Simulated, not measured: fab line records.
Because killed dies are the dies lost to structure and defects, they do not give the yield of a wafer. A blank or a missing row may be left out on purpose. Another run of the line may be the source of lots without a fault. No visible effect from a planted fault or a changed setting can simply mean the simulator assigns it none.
Matching of chambers :: flow n5-finfet :: 4 sister chambers for N5_SD_EPI_N_DESCUM_14 on rie-diel-02
The step chemistry O2, time 7.9 s. 20 wafers are shown with their chamber, then 10 later ones without.

EACH WAFER AND ITS CHAMBER
wafer: L077.1
chamber: 3
drypump-motor-current-A (A): 5.8
showerhead-plenum-p-Torr (Torr): 2.15
oes-product-au (a.u.): 0.73

wafer: L077.2
chamber: 1
drypump-motor-current-A (A): 5.6
showerhead-plenum-p-Torr (Torr): 2.09
oes-product-au (a.u.): 0.76

wafer: L077.5
chamber: 1
drypump-motor-current-A (A): 5.7
showerhead-plenum-p-Torr (Torr): 2.09
oes-product-au (a.u.): 0.76

wafer: L080.1
chamber: 0
drypump-motor-current-A (A): 6.2
showerhead-plenum-p-Torr (Torr): 2.14
oes-product-au (a.u.): 0.90

wafer: L080.2
chamber: 2
drypump-motor-current-A (A): 4.9
showerhead-plenum-p-Torr (Torr): 2.10
oes-product-au (a.u.): 0.76

wafer: L080.5
chamber: 1
drypump-motor-current-A (A): 5.7
showerhead-plenum-p-Torr (Torr): 2.09
oes-product-au (a.u.): 0.75

wafer: L082.3
chamber: 0
drypump-motor-current-A (A): 6.2
showerhead-plenum-p-Torr (Torr): 2.14
oes-product-au (a.u.): 0.89

wafer: L082.5
chamber: 3
drypump-motor-current-A (A): 5.8
showerhead-plenum-p-Torr (Torr): 2.15
oes-product-au (a.u.): 0.72

wafer: L082.6
chamber: 0
drypump-motor-current-A (A): 6.2
showerhead-plenum-p-Torr (Torr): 2.14
oes-product-au (a.u.): 0.90

wafer: L084.3
chamber: 1
drypump-motor-current-A (A): 5.7
showerhead-plenum-p-Torr (Torr): 2.08
oes-product-au (a.u.): 0.76

wafer: L084.5
chamber: 1
drypump-motor-current-A (A): 5.7
showerhead-plenum-p-Torr (Torr): 2.08
oes-product-au (a.u.): 0.75

wafer: L084.6
chamber: 2
drypump-motor-current-A (A): 4.9
showerhead-plenum-p-Torr (Torr): 2.10
oes-product-au (a.u.): 0.77

wafer: L085.3
chamber: 1
drypump-motor-current-A (A): 5.7
showerhead-plenum-p-Torr (Torr): 2.08
oes-product-au (a.u.): 0.75

wafer: L085.4
chamber: 2
drypump-motor-current-A (A): 4.9
showerhead-plenum-p-Torr (Torr): 2.10
oes-product-au (a.u.): 0.77

wafer: L085.6
chamber: 1
drypump-motor-current-A (A): 5.7
showerhead-plenum-p-Torr (Torr): 2.08
oes-product-au (a.u.): 0.75

wafer: L086.2
chamber: 3
drypump-motor-current-A (A): 5.8
showerhead-plenum-p-Torr (Torr): 2.15
oes-product-au (a.u.): 0.71

wafer: L086.3
chamber: 0
drypump-motor-current-A (A): 6.2
showerhead-plenum-p-Torr (Torr): 2.13
oes-product-au (a.u.): 0.89

wafer: L086.6
chamber: 3
drypump-motor-current-A (A): 5.8
showerhead-plenum-p-Torr (Torr): 2.15
oes-product-au (a.u.): 0.71

wafer: L087.3
chamber: 1
drypump-motor-current-A (A): 5.7
showerhead-plenum-p-Torr (Torr): 2.08
oes-product-au (a.u.): 0.75

wafer: L087.4
chamber: 0
drypump-motor-current-A (A): 6.2
showerhead-plenum-p-Torr (Torr): 2.13
oes-product-au (a.u.): 0.88

SIGNATURES (averages over the wafers above)
reading: drypump-motor-current-A
chamber 0: 6.200
chamber 1: 5.688
chamber 2: 4.900
chamber 3: 5.800
scatter within a chamber: 0.0234

reading: showerhead-plenum-p-Torr
chamber 0: 2.1360
chamber 1: 2.0838
chamber 2: 2.1000
chamber 3: 2.1500
scatter within a chamber: 0.00438

reading: oes-product-au
chamber 0: 0.8920
chamber 1: 0.7538
chamber 2: 0.7667
chamber 3: 0.7175
scatter within a chamber: 0.00711
Rule: a wafer's distance from a chamber is the root of the sum, over the readings, of the square of ((its reading less the chamber's mean) divided by the reading's scatter). If the next closest chamber is less than 2 further off than the closest, the wafer can't be placed; otherwise it belongs to the closest. The scatter is the square root of a quotient: the sum, over the shown wafers, of each reading's squared deviation from its chamber's mean, divided by wafers minus chambers.

WAFERS WITHOUT THEIR CHAMBER
wafer: L087.6
drypump-motor-current-A (A): 5.8
showerhead-plenum-p-Torr (Torr): 2.15
oes-product-au (a.u.): 0.71

wafer: L089.2
drypump-motor-current-A (A): 5.8
showerhead-plenum-p-Torr (Torr): 2.15
oes-product-au (a.u.): 0.71

wafer: L089.4
drypump-motor-current-A (A): 4.9
showerhead-plenum-p-Torr (Torr): 2.10
oes-product-au (a.u.): 0.75

wafer: L089.5
drypump-motor-current-A (A): 5.6
showerhead-plenum-p-Torr (Torr): 2.08
oes-product-au (a.u.): 0.75

wafer: L091.1
drypump-motor-current-A (A): 4.9
showerhead-plenum-p-Torr (Torr): 2.09
oes-product-au (a.u.): 0.76

wafer: L091.3
drypump-motor-current-A (A): 5.9
showerhead-plenum-p-Torr (Torr): 2.15
oes-product-au (a.u.): 0.71

wafer: L091.4
drypump-motor-current-A (A): 6.2
showerhead-plenum-p-Torr (Torr): 2.13
oes-product-au (a.u.): 0.88

wafer: L094.1
drypump-motor-current-A (A): 6.2
showerhead-plenum-p-Torr (Torr): 2.13
oes-product-au (a.u.): 0.85

wafer: L094.2
drypump-motor-current-A (A): 5.8
showerhead-plenum-p-Torr (Torr): 2.14
oes-product-au (a.u.): 0.71

wafer: L094.6
drypump-motor-current-A (A): 5.8
showerhead-plenum-p-Torr (Torr): 2.14
oes-product-au (a.u.): 0.70

THE CHAMBER EACH PASSED THROUGH
wafer: L087.6
from the rows above: 3
in truth: 3

wafer: L089.2
from the rows above: 3
in truth: 3

wafer: L089.4
from the rows above: 2
in truth: 2

wafer: L089.5
from the rows above: 1
in truth: 1

wafer: L091.1
from the rows above: 2
in truth: 2

wafer: L091.3
from the rows above: 3
in truth: 3

wafer: L091.4
from the rows above: 0
in truth: 0

wafer: L094.1
from the rows above: 0
in truth: 0

wafer: L094.2
from the rows above: 3
in truth: 3

wafer: L094.6
from the rows above: 3
in truth: 3
Placed correctly: 10 of 10. Can't be placed from these rows: 0. Placed wrongly: 0.
